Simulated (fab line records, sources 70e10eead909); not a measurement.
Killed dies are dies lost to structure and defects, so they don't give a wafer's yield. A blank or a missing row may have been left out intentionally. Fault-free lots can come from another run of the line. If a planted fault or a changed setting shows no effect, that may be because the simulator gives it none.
Struck lot and sound lot, side by side | flow nand_harc | 15 steps out of a route of 1302
Sound: these wafers, L705.1, L705.4, L705.6. Struck: wafer L716.5. (L716.3, L716.6 of the same lot were not struck and are left out.) The cause comes at the end.
Order at every step that has rows: each side's tool, ch and its chambers, its first start. Under that, the readings that differ: sound wafers | struck wafers | difference of the means | sigmas: that difference in standard deviations of wafers without a fault.
alike: a reading whose means differ by less than 2 such deviations, as well as words and numbers matching on both sides. not compared: withheld readings; readings where some wafer has no value; bounds like >300 that might hide an equal value; numbers whose values overlap and for which the record gives no deviation.
A row with sigmas, a row that says differs or no value, or rows on one side alone: a step with any of these is where the two part. Numbers that have no deviation but don't overlap get no sigmas and don't part them. A reading missing from all wafers of one side parts the sides only when that side holds two or more wafers.

first, 4 steps without rows for these wafers: NHARC_A_BONDPAD_EBR_05; NHARC_A_BONDPAD_EXPOSE_06 (exposes mask A BPAD); NHARC_A_BONDPAD_PEB_07 (peb time 80 s); NHARC_A_BONDPAD_DEVELOP_08 (time 50 s).
NHARC_A_BONDPAD_CD_MEAS_09 targets a cd of 500 nm.
  sound on cd_sem-01 ch 0, day 25 03:13; struck on cd_sem-02 ch 0, day 29 06:45
  alike: cd_nm
NHARC_A_BONDPAD_OVL_MEAS_35:
  sound on overlay-02, day 25 03:18; struck on overlay-01, day 29 06:50
  alike: overlay_x_nm, overlay_y_nm
then, 1 step without rows for these wafers: NHARC_A_BONDPAD_HARDBAKE_10 (time 65 s).
NHARC_A_BONDPAD_DESCUM_11: chemistry O2, time 3 s.
  sound on rie_diel-08 ch 0,3, day 25 03:26; struck on rie_diel-13 ch 0, day 29 06:58
  reading                         | sound          | struck | difference | sigmas
  showerhead_plenum_p_Torr (Torr) | 1.77 1.77 1.86 | 2.07   | +0.27      | +3
  alike: drypump_motor_current_A, oes_product_au, rf_vpp_V, throttle_valve_pct
  not compared: rf_hours_counter_h
NHARC_A_BONDPAD_ETCH_34: etches the open film in N2/H2, target depth 60 nm, overetch 18 nm, time 65.91 s.
  sound on rie_diel-08 ch 0,1, day 25 03:32; struck on rie_diel-13 ch 2, day 29 07:14
  alike: drypump_motor_current_A, oes_product_au, rf_vpp_V, showerhead_plenum_p_Torr, throttle_valve_pct
  not compared: rf_hours_counter_h
NHARC_A_BONDPAD_ETCH_12: etches the open film in CHF3/O2, target depth 220 nm, time 110 s.
  sound on rie_diel-08 ch 0,1; struck on rie_diel-13 ch 1
  reading                | sound                | struck | difference | sigmas
  throttle_valve_pct (%) | 20.583 20.577 20.590 | 20.564 | -0.019     | -2
  alike: drypump_motor_current_A, oes_product_au, rf_vpp_V, showerhead_plenum_p_Torr
  not compared: rf_hours_counter_h
NHARC_A_BONDPAD_CD_MEAS_13:
  sound on cd_sem-01, day 25 03:47; struck on cd_sem-02, day 29 07:27
  reading    | sound             | struck | difference | sigmas
  cd_nm (nm) | 500.2 502.6 498.5 | 495.9  | -4.5       | -2
NHARC_A_BONDPAD_STRIP_15: strips in O2.
  sound on rie_diel-10 ch 0,3, day 25 03:52; struck on rie_diel-10 ch 2, day 29 07:34
  reading      | sound          | struck | difference | sigmas
  rf_vpp_V (V) | 58.7 57.0 58.8 | 56.2   | -2.0       | -2
  alike: drypump_motor_current_A, oes_product_au, showerhead_plenum_p_Torr, throttle_valve_pct
  not compared: rf_hours_counter_h
NHARC_A_BONDPAD_ETCH_24: etches the open film in CF4/N2, target depth 30 nm, time 72.99 s.
  sound on rie_diel-10 ch 0,3, day 25 04:07; struck on rie_diel-10 ch 3, day 29 07:40
  reading                | sound                | struck  | difference | sigmas
  over_etch_frac         | 0.3 0.3 0.3          | 0.18416 | -0.11584   |
  throttle_valve_pct (%) | 19.794 19.803 19.816 | 19.778  | -0.026     | -3
  alike: drypump_motor_current_A, oes_product_au, rf_vpp_V, showerhead_plenum_p_Torr
  not compared: rf_hours_counter_h
then, 1 step without rows for these wafers: NHARC_A_BONDPAD_STRIP_16 (strips in post etch residue remover, time 600 s).
NHARC_END_SORT_01:
  sound on prober-02 ch 0, day 26 13:30; struck on prober-02 ch 0, day 31 02:37
  reading             | sound   | struck | difference | sigmas
  killed_at_periphery | 15 13 7 | 4      | -8         | -3
  killed_short        | 3 3 1   | 6      | +4         | +2
  alike: defect_limited_yield, killed_at_array, killed_at_other, killed_dies, killed_open, sort_bin_2_pct, sort_bin_3_pct, sort_bin_4_pct, sort_n_pass, sort_rim_yield_pct, sort_yield_pct

## WHERE THEY PART
At NHARC_A_BONDPAD_DESCUM_11 first; at NHARC_END_SORT_01 last (within this record only).

WHY: what the simulator had put in
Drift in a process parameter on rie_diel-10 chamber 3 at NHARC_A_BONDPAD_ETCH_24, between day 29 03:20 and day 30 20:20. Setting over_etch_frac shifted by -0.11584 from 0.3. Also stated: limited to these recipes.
